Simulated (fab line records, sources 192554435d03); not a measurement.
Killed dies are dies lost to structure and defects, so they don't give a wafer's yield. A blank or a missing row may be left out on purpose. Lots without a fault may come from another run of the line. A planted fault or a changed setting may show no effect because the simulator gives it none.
Split-lot experiment | flow n5_finfet | 7 lots, 21 wafers read, on a route of 1938 steps

THE SPLIT
At N5_BEOL_M13_COAT_58 (time 60 s, resist thk 89 nm), the setting spin_rpm was moved away from the recipe's 1500 rpm on 4 of the 21 wafers read, by -6.8% to +7.2%. The other wafers ran this setting at the recipe's value.

FROM THE SPLIT TO THE READING: what the file shows between them, 3 steps
- N5_BEOL_M13_COAT_04: resist thk 400 nm
- N5_BEOL_M13_EBR_06
- N5_BEOL_M13_DESCUM_15: chemistry O2, time 7.9 s

THE READING
etch.depth_nm (the simulator's own value, which no gauge read), in nm, at N5_BEOL_M13_ETCH_59 (etches BARC in N2/H2, target depth 89 nm, overetch 26.7 nm, time 67.9 s). The file gives no usual value for it. The 17 wafers here that ran the recipe average 88.83 nm, standard deviation 0.27 nm.

wafer  | tool, chamber at the split | spin_rpm as run, rpm | against the recipe | etch.depth_nm, nm | against lot-mates on the recipe
L081.2 | litho_track-01, 0          | 1608                 | +7.2%              | 85.94             | -3.03
L081.4 | litho_track-01, 0          | 1500                 | recipe             | 88.81             | -
L081.6 | litho_track-01, 0          | 1500                 | recipe             | 89.14             | -
L082.4 | litho_track-02, 0          | 1398                 | -6.8%              | 91.68             | +3.18
L082.5 | litho_track-02, 0          | 1500                 | recipe             | 88.5              | -
L082.6 | litho_track-02, 0          | 1500                 | recipe             | 88.51             | -
L085.2 | litho_track-01, 0          | 1500                 | recipe             | 89.02             | -
L085.3 | litho_track-01, 0          | 1500                 | recipe             | 88.94             | -
L085.4 | litho_track-01, 0          | 1500                 | recipe             | 88.69             | -
L086.1 | litho_track-02, 0          | 1500                 | recipe             | 89.28             | -
L086.3 | litho_track-02, 0          | 1500                 | recipe             | 89.04             | -
L086.5 | litho_track-02, 0          | 1500                 | recipe             | 89.29             | -
L089.4 | litho_track-01, 0          | 1500                 | recipe             | 88.35             | -
L089.5 | litho_track-01, 0          | 1500                 | recipe             | 88.64             | -
L089.6 | litho_track-01, 0          | 1500                 | recipe             | 88.49             | -
L090.2 | litho_track-04, 0          | 1584                 | +5.6%              | 86.62             | -2.21
L090.3 | litho_track-04, 0          | 1584                 | +5.6%              | 86.7              | -2.13
L090.4 | litho_track-04, 0          | 1500                 | recipe             | 88.83             | -
L097.4 | litho_track-02, 0          | 1500                 | recipe             | 88.87             | -
L097.5 | litho_track-02, 0          | 1500                 | recipe             | 88.87             | -
L097.6 | litho_track-02, 0          | 1500                 | recipe             | 88.77             | -

THE FIT
A straight line over all 21 wafers: etch.depth_nm changes by -0.402 nm for each +1% of spin_rpm; r = -0.98; the points scatter about the line by 0.26 nm.
The same after taking each lot's own level away (the mean of its wafers on the recipe; 21 wafers): -0.424 nm for each +1%; r = -0.99; scatter 0.14 nm.
On that fit, the largest move of spin_rpm shifts the reading by 3.1 nm.
The lots' own levels span 88.493 to 89.203 nm, that is 2.6 times the standard deviation above.
So the lot-to-lot level changes the slope little: the two slopes agree.
Check: with one of the wafers moved furthest among these (+7.2%) left out of the fit, the line predicts -3.01 nm for it against its lot-mates. It came out at -3.03 nm against them.

OTHER SPLITS ON THESE WAFERS
These wafers also went through other splits before the reading. Each is held against what the fit with the lots' levels taken away leaves over:
other split on the same wafers | wafers away from the commonest value | r with etch.depth_nm (lot level and that fit taken away)
N5_BEOL_M10_COAT_60 spin_rpm   | 7                                    | -0.24
N5_BEOL_M13_ILD_DEP_00 time_s  | 10                                   | -0.23

THE WHOLE CHAIN: every reading that the file lists as answering this split, in the file's order
step                 | what it does                                                            | reading                                                                          | change (the file's fit)               | r (the file's)
N5_BEOL_M13_COAT_58  | time 60 s, resist thk 89 nm                                             | BARC_of_BEOL_M13_COAT_58.thk_nm (the simulator's own value, which no gauge read) | -0.425 nm for each +1% of the setting | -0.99
N5_BEOL_M13_ETCH_59  | etches BARC in N2/H2, target depth 89 nm, overetch 26.7 nm, time 67.9 s | etch.depth_nm (the simulator's own value, which no gauge read)                   | -0.43 nm for each +1% of the setting  | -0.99
N5_BEOL_M13_STRIP_64 | strips in N2/H2                                                         | strip_time_to_endpoint_s                                                         | withheld for each +1% of the setting  | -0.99

THE FILE'S OWN FIT
etch.depth_nm changes by -0.43 nm for each +1% of spin_rpm, r = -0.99.
